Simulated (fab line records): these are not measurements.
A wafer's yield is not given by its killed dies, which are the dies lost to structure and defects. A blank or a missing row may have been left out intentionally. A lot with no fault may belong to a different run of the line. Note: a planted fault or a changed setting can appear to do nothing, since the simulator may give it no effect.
Matching of chambers | flow n5_finfet | ald_sin-02 running N5_SPACER0_ALD_07: 4 sister chambers
The step deposits SiNx, target thk 2 nm. 20 wafers are shown with their chamber, then 10 later ones without.

## WAFERS WITH THEIR CHAMBER
wafer  | chamber | heater_power_w (W)
L074.1 | 1       | 1021
L074.4 | 3       | 759
L074.5 | 0       | 898
L077.1 | 2       | 982
L077.2 | 0       | 935
L077.4 | 1       | 1000
L083.2 | 1       | 948
L083.5 | 3       | 754
L083.6 | 2       | 962
L085.2 | 3       | 773
L085.5 | 0       | 924
L085.6 | 3       | 770
L087.1 | 3       | 770
L087.5 | 2       | 928
L087.6 | 3       | 770
L089.1 | 2       | 930
L089.4 | 3       | 778
L089.5 | 1       | 946
L091.2 | 0       | 924
L091.3 | 3       | 752

SIGNATURES, as means of the wafers listed above
reading        | chamber 0 | chamber 1 | chamber 2 | chamber 3 | scatter within a chamber
heater_power_w | 920.25    | 978.75    | 950.50    | 765.75    | 21.9
Rule: a wafer lies at a distance from a chamber equal to the root of the sum of squares, over the readings, of (its reading less the chamber's mean, divided by the reading's scatter). If the next closest chamber is less than 2 further off than the closest, the wafer can't be placed; otherwise it belongs to the closest. The scatter: take each reading less its chamber's mean, square it, sum over the shown wafers, divide by the number of wafers less the number of chambers, and take the root.

## WAFERS WITH NO CHAMBER GIVEN
wafer  | heater_power_w (W)
L091.6 | 933
L094.1 | 921
L094.5 | 768
L094.6 | 938
L095.2 | 909
L095.3 | 946
L095.4 | 971
L097.3 | 944
L097.5 | 756
L097.6 | 961

## CHAMBER TAKEN BY EACH
wafer  | from the rows above          | in truth
L091.6 | can't be placed: 0 or 2 or 1 | 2
L094.1 | can't be placed: 0 or 2      | 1
L094.5 | 3                            | 3
L094.6 | can't be placed: 2 or 0 or 1 | 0
L095.2 | can't be placed: 0 or 2      | 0
L095.3 | can't be placed: 2 or 0 or 1 | 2
L095.4 | can't be placed: 1 or 2 or 0 | 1
L097.3 | can't be placed: 2 or 0 or 1 | 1
L097.5 | 3                            | 3
L097.6 | can't be placed: 2 or 1 or 0 | 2
Correctly placed: 2 of 10. Unplaceable from these rows: 8, with the true chamber sitting among the candidates in 7. 0 placed wrongly.
